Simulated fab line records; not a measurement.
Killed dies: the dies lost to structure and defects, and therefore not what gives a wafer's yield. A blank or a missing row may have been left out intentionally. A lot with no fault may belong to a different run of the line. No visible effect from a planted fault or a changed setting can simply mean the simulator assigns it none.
What tool caused it? :: flow n5-finfet :: 10 lots with 30 wafers sampled at 4 steps, on a route of 1938 steps

== WHAT THE GAUGES READ, wafer by wafer ==
N5_BEOL_M11_CD_MEAS_11: the cd target is 64.1 nm. Usual: cd-nm at 64.1 nm, with a standard deviation of 0.52.
lot: L353
measured: day 10 15:42
on: cd-sem-02
cd-nm (nm): 64.9 64.7 63.7
flag: 

lot: L356
measured: day 11 13:58
on: cd-sem-01
cd-nm (nm): 64.0 63.9 63.4
flag: 

lot: L357
measured: day 11 21:34
on: cd-sem-03
cd-nm (nm): 63.7 63.0 64.8
flag: 

lot: L361
measured: day 12 17:39
on: cd-sem-03
cd-nm (nm): 63.7 64.1 64.0
flag: 

lot: L364
measured: day 13 13:59
on: cd-sem-02
cd-nm (nm): 63.8 63.7 64.4
flag: 

lot: L363
measured: day 13 17:08
on: cd-sem-03
cd-nm (nm): 64.0 63.5 64.6
flag: 

lot: L362
measured: day 13 16:34
on: cd-sem-03
cd-nm (nm): 64.0 64.1 63.4
flag: 

lot: L365
measured: day 13 20:50
on: cd-sem-02
cd-nm (nm): 63.7 63.6 64.0
flag: 

lot: L369
measured: day 15 02:27
on: cd-sem-03
cd-nm (nm): 64.1 64.8 64.8
flag: 

lot: L374
measured: day 15 23:05
on: cd-sem-02
cd-nm (nm): 63.9 63.7 64.4
flag: 

== WHICH TOOL RAN EACH LOT (tool, then ch and the chambers of the sampled wafers, then the start) ==
lot: L353
N5_BEOL_M10_CURE_72: uv-cure-03 ch 0, day 10 10:23
N5_BEOL_M10_PRE_CLEAN_45: pvd-sputter-03, day 10 10:56
N5_BEOL_M11_PECVD_70: pecvd-03 ch 0,1, day 10 13:38

lot: L356
N5_BEOL_M10_CURE_72: uv-cure-03 ch 0, day 11 07:26
N5_BEOL_M10_PRE_CLEAN_45: pvd-sputter-02, day 11 07:51
N5_BEOL_M11_PECVD_70: pecvd-03 ch 0,1,2, day 11 10:31

lot: L357
N5_BEOL_M10_CURE_72: uv-cure-01 ch 0, day 11 14:11
N5_BEOL_M10_PRE_CLEAN_45: pvd-sputter-02, day 11 15:51
N5_BEOL_M11_PECVD_70: pecvd-01 ch 0,2, day 11 19:40

lot: L361
N5_BEOL_M10_CURE_72: uv-cure-03 ch 0, day 12 07:44
N5_BEOL_M10_PRE_CLEAN_45: pvd-sputter-02, day 12 08:19
N5_BEOL_M11_PECVD_70: pecvd-01 ch 0,1, day 12 12:44

lot: L364
N5_BEOL_M10_CURE_72: uv-cure-02 ch 2, day 13 08:38
N5_BEOL_M10_PRE_CLEAN_45: pvd-sputter-02, day 13 09:03
N5_BEOL_M11_PECVD_70: pecvd-02 ch 1,2, day 13 11:55

lot: L363
N5_BEOL_M10_CURE_72: uv-cure-03 ch 2, day 13 11:01
N5_BEOL_M10_PRE_CLEAN_45: pvd-sputter-01, day 13 12:59
N5_BEOL_M11_PECVD_70: pecvd-02 ch 0,1,2, day 13 15:46

lot: L362
N5_BEOL_M10_CURE_72: uv-cure-03 ch 1, day 13 11:31
N5_BEOL_M10_PRE_CLEAN_45: pvd-sputter-01, day 13 13:04
N5_BEOL_M11_PECVD_70: pecvd-02 ch 1,2, day 13 15:23

lot: L365
N5_BEOL_M10_CURE_72: uv-cure-03 ch 0, day 13 16:13
N5_BEOL_M10_PRE_CLEAN_45: pvd-sputter-01, day 13 16:53
N5_BEOL_M11_PECVD_70: pecvd-02 ch 1,2, day 13 19:07

lot: L369
N5_BEOL_M10_CURE_72: uv-cure-01 ch 2, day 14 19:10
N5_BEOL_M10_PRE_CLEAN_45: pvd-sputter-02, day 14 19:59
N5_BEOL_M11_PECVD_70: pecvd-02 ch 0,1,2, day 14 22:45

lot: L374
N5_BEOL_M10_CURE_72: uv-cure-01 ch 2, day 15 17:44
N5_BEOL_M10_PRE_CLEAN_45: pvd-sputter-01, day 15 18:04
N5_BEOL_M11_PECVD_70: pecvd-02 ch 0,1,2, day 15 22:24
- N5_BEOL_M10_CURE_72: cures SiCOH lowk, time 120 s.
- N5_BEOL_M10_PRE_CLEAN_45: time 30 s.
- N5_BEOL_M11_PECVD_70: deposits SiO2 from TEOS/O2, target thk 20 nm, time 22.7 s.

== AS READ BY THE TOOLS THEMSELVES (means over the sampled wafers that have a number; for cases with no such wafer, the mark the record gives instead) ==
N5_BEOL_M10_CURE_72. Usual: lamp-power-pct 52.31 %, standard deviation 0.051; wafer_temp_C_max 372.0, standard deviation 0.58.
lot: L353
tool: uv-cure-03
lamp-power-pct (%): 52.26
wafer_temp_C_max: 371.9
flag: 

lot: L356
tool: uv-cure-03
lamp-power-pct (%): 52.30
wafer_temp_C_max: 372.1
flag: 

lot: L357
tool: uv-cure-01
lamp-power-pct (%): 52.30
wafer_temp_C_max: 371.2
flag: 

lot: L361
tool: uv-cure-03
lamp-power-pct (%): 52.33
wafer_temp_C_max: 372.2
flag: 

lot: L364
tool: uv-cure-02
lamp-power-pct (%): 52.33
wafer_temp_C_max: 371.5
flag: 

lot: L363
tool: uv-cure-03
lamp-power-pct (%): 52.35
wafer_temp_C_max: 372.5
flag: 

lot: L362
tool: uv-cure-03
lamp-power-pct (%): 52.28
wafer_temp_C_max: 371.1
flag: 

lot: L365
tool: uv-cure-03
lamp-power-pct (%): 52.30
wafer_temp_C_max: 372.7
flag: 

lot: L369
tool: uv-cure-01
lamp-power-pct (%): 52.30
wafer_temp_C_max: 371.9
flag: 

lot: L374
tool: uv-cure-01
lamp-power-pct (%): 52.32
wafer_temp_C_max: 372.1
flag: 

N5_BEOL_M10_PRE_CLEAN_45. Usual: heater-power-w at 345 W, with a standard deviation of 27.
lot: L353
tool: pvd-sputter-03
heater-power-w (W): 327
flag: 

lot: L356
tool: pvd-sputter-02
heater-power-w (W): 344
flag: 

lot: L357
tool: pvd-sputter-02
heater-power-w (W): 362
flag: 

lot: L361
tool: pvd-sputter-02
heater-power-w (W): 356
flag: 

lot: L364
tool: pvd-sputter-02
heater-power-w (W): 353
flag: 

lot: L363
tool: pvd-sputter-01
heater-power-w (W): 328
flag: 

lot: L362
tool: pvd-sputter-01
heater-power-w (W): 339
flag: 

lot: L365
tool: pvd-sputter-01
heater-power-w (W): 349
flag: 

lot: L369
tool: pvd-sputter-02
heater-power-w (W): 359
flag: 

lot: L374
tool: pvd-sputter-01
heater-power-w (W): 306
flag: 

N5_BEOL_M11_PECVD_70. Usual: chamber-pressure-Torr 5.500 Torr, standard deviation 0.012; heater-power-outer-w 415 W, standard deviation 93; heater-power-w 697 W, standard deviation 110; showerhead-plenum-p-Torr 8.82 Torr, standard deviation 0.065; susceptor-temp-C 400.00 C, standard deviation 0.23; throttle-valve-pct 22.6 %, standard deviation 1.2.
lot: L353
tool: pecvd-03
chamber-pressure-Torr (Torr): 5.497
heater-power-outer-w (W): 417
heater-power-w (W): 692
showerhead-plenum-p-Torr (Torr): 8.91
susceptor-temp-C (C): 399.81
throttle-valve-pct (%): 23.6
flag: 

lot: L356
tool: pecvd-03
chamber-pressure-Torr (Torr): 5.497
heater-power-outer-w (W): 424
heater-power-w (W): 698
showerhead-plenum-p-Torr (Torr): 8.86
susceptor-temp-C (C): 400.02
throttle-valve-pct (%): 22.5
flag: 

lot: L357
tool: pecvd-01
chamber-pressure-Torr (Torr): 5.508
heater-power-outer-w (W): 302
heater-power-w (W): 560
showerhead-plenum-p-Torr (Torr): 8.76
susceptor-temp-C (C): 399.94
throttle-valve-pct (%): 22.6
flag: 

lot: L361
tool: pecvd-01
chamber-pressure-Torr (Torr): 5.497
heater-power-outer-w (W): 412
heater-power-w (W): 695
showerhead-plenum-p-Torr (Torr): 8.84
susceptor-temp-C (C): 399.90
throttle-valve-pct (%): 22.7
flag: 

lot: L364
tool: pecvd-02
chamber-pressure-Torr (Torr): 5.499
heater-power-outer-w (W): 371
heater-power-w (W): 627
showerhead-plenum-p-Torr (Torr): 8.80
susceptor-temp-C (C): 399.73
throttle-valve-pct (%): 23.3
flag: 

lot: L363
tool: pecvd-02
chamber-pressure-Torr (Torr): 5.507
heater-power-outer-w (W): 406
heater-power-w (W): 688
showerhead-plenum-p-Torr (Torr): 8.80
susceptor-temp-C (C): 400.23
throttle-valve-pct (%): 22.6
flag: 

lot: L362
tool: pecvd-02
chamber-pressure-Torr (Torr): 5.504
heater-power-outer-w (W): 392
heater-power-w (W): 683
showerhead-plenum-p-Torr (Torr): 8.78
susceptor-temp-C (C): 400.02
throttle-valve-pct (%): 22.8
flag: 

lot: L365
tool: pecvd-02
chamber-pressure-Torr (Torr): 5.506
heater-power-outer-w (W): 373
heater-power-w (W): 651
showerhead-plenum-p-Torr (Torr): 8.76
susceptor-temp-C (C): 400.25
throttle-valve-pct (%): 22.7
flag: 

lot: L369
tool: pecvd-02
chamber-pressure-Torr (Torr): 5.507
heater-power-outer-w (W): 534
heater-power-w (W): 845
showerhead-plenum-p-Torr (Torr): 8.81
susceptor-temp-C (C): 416.09
throttle-valve-pct (%): 22.8
flag: OFF

lot: L374
tool: pecvd-02
chamber-pressure-Torr (Torr): 5.503
heater-power-outer-w (W): 526
heater-power-w (W): 855
showerhead-plenum-p-Torr (Torr): 8.82
susceptor-temp-C (C): 416.07
throttle-valve-pct (%): 22.6
flag: OFF

== THE ANSWER, worked out from the rows above alone ==
Rule: a lot is off if the mean of its wafers that have a number lies more than 3 standard deviations from the usual mean. Also off: a lot with no number at a reading for which 4 or more lots have one. All remaining lots with rows at the step are treated as sound. The gauges are gone through in route order, then the tools' own readings, and for those a lot's mean is taken as printed above. The first step at which some lot is off is used, and at that step the reading that is off furthest; a lot without a number counts as furthest.
Off: L369, L374 (N5_BEOL_M11_PECVD_70, susceptor-temp-C).
A tool fits if, at that step or a process step before it, it ran every lot that is off, and no sound lot after the first of them. Undecided on this evidence; 2 tools fit (uv-cure-01 at N5_BEOL_M10_CURE_72, pecvd-02 at N5_BEOL_M11_PECVD_70).

== WHAT THE SIMULATOR HAD PUT IN ==
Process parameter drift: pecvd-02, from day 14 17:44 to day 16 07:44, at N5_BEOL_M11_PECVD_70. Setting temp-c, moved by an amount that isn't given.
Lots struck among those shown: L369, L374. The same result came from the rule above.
